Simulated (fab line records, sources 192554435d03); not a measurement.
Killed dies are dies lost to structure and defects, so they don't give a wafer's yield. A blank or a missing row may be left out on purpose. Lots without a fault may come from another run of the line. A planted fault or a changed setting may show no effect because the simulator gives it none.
Split-lot experiment | flow n5_finfet | 7 lots, 21 wafers read, on a route of 1938 steps

THE SPLIT
At N5_BEOL_M11_COAT_59 (time 60 s, resist thk 100 nm), the setting spin_rpm was moved away from the recipe's 1500 rpm on 6 of the 21 wafers read, by -5.3% to +8.9%. The other wafers ran this setting at the recipe's value.

The reading is taken at the split's own step.

THE READING
SOC_of_BEOL_M11_COAT_59.thk_nm (the simulator's own value, which no gauge read), in nm, at N5_BEOL_M11_COAT_59 (time 60 s, resist thk 100 nm). The file gives no usual value for it. The 15 wafers here that ran the recipe average 100.0 nm, standard deviation 0.22 nm.

wafer  | tool, chamber at the split | spin_rpm as run, rpm | against the recipe | SOC_of_BEOL_M11_COAT_59.thk_nm, nm | against lot-mates on the recipe
L074.3 | litho_track-04, 0          | 1500                 | recipe             | 99.6                               | -
L074.4 | litho_track-04, 0          | 1500                 | recipe             | 100.2                              | -
L074.6 | litho_track-04, 0          | 1500                 | recipe             | 100                                | -
L075.1 | litho_track-03, 0          | 1500                 | recipe             | 100                                | -
L075.3 | litho_track-03, 0          | 1500                 | recipe             | 99.8                               | -
L075.4 | litho_track-03, 0          | 1500                 | recipe             | 100.2                              | -
L077.1 | litho_track-05, 0          | 1500                 | recipe             | 99.8                               | -
L077.3 | litho_track-05, 0          | 1500                 | recipe             | 100                                | -
L077.6 | litho_track-05, 0          | 1500                 | recipe             | 100                                | -
L085.2 | litho_track-05, 0          | 1500                 | recipe             | 99.8                               | -
L085.3 | litho_track-05, 0          | 1500                 | recipe             | 99.6                               | -
L085.4 | litho_track-05, 0          | 1500                 | recipe             | 100                                | -
L086.2 | litho_track-04, 0          | 1420                 | -5.3%              | 103                                | +2.8
L086.3 | litho_track-04, 0          | 1420                 | -5.3%              | 103.2                              | +3.0
L086.5 | litho_track-04, 0          | 1500                 | recipe             | 100.2                              | -
L089.1 | litho_track-03, 0          | 1634                 | +8.9%              | 96.2                               | no lot-mate on the recipe
L089.6 | litho_track-03, 0          | 1634                 | +8.9%              | 96.2                               | no lot-mate on the recipe
L089.4 | litho_track-03, 0          | 1634                 | +8.9%              | 96                                 | no lot-mate on the recipe
L093.1 | litho_track-04, 0          | 1620                 | +8.0%              | 96.6                               | -3.7
L093.5 | litho_track-04, 0          | 1500                 | recipe             | 100.4                              | -
L093.6 | litho_track-04, 0          | 1500                 | recipe             | 100.2                              | -

THE FIT
A straight line over all 21 wafers: SOC_of_BEOL_M11_COAT_59.thk_nm changes by -0.462 nm for each +1% of spin_rpm; r = -0.99; the points scatter about the line by 0.3 nm.
The same after taking each lot's own level away (the mean of its wafers on the recipe; 18 wafers): -0.5 nm for each +1%; r = -0.99; scatter 0.19 nm.
On that fit, the largest move of spin_rpm shifts the reading by 4.5 nm.
The lots' own levels span 99.80 to 100.30 nm, that is 2.2 times the standard deviation above.
So the lot-to-lot level changes the slope little: the two slopes agree.
Check: with one of the wafers moved furthest among these (+8.0%) left out of the fit, the line predicts -4.35 nm for it against its lot-mates. It came out at -3.7 nm against them.

OTHER SPLITS ON THESE WAFERS
These wafers also went through other splits before the reading. Each is held against what the fit with the lots' levels taken away leaves over:
other split on the same wafers     | wafers away from the commonest value | r with SOC_of_BEOL_M11_COAT_59.thk_nm (lot level and that fit taken away)
N5_BEOL_M9_ILD_DEP_00 time_s       | 6                                    | -0.05
N5_BEOL_M9_COAT_05 spin_rpm        | 10                                   | -0.17
N5_BEOL_M9_TRENCH_ETCH_37 source_w | 11                                   | -0.28
N5_BEOL_M10_PECVD_70 temp_c        | 5                                    | -0.33
N5_BEOL_M10_EXPOSE_08 dose_mj      | 7                                    | -0.40

THE FILE'S OWN FIT
SOC_of_BEOL_M11_COAT_59.thk_nm changes by -0.487 nm for each +1% of spin_rpm, r = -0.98.
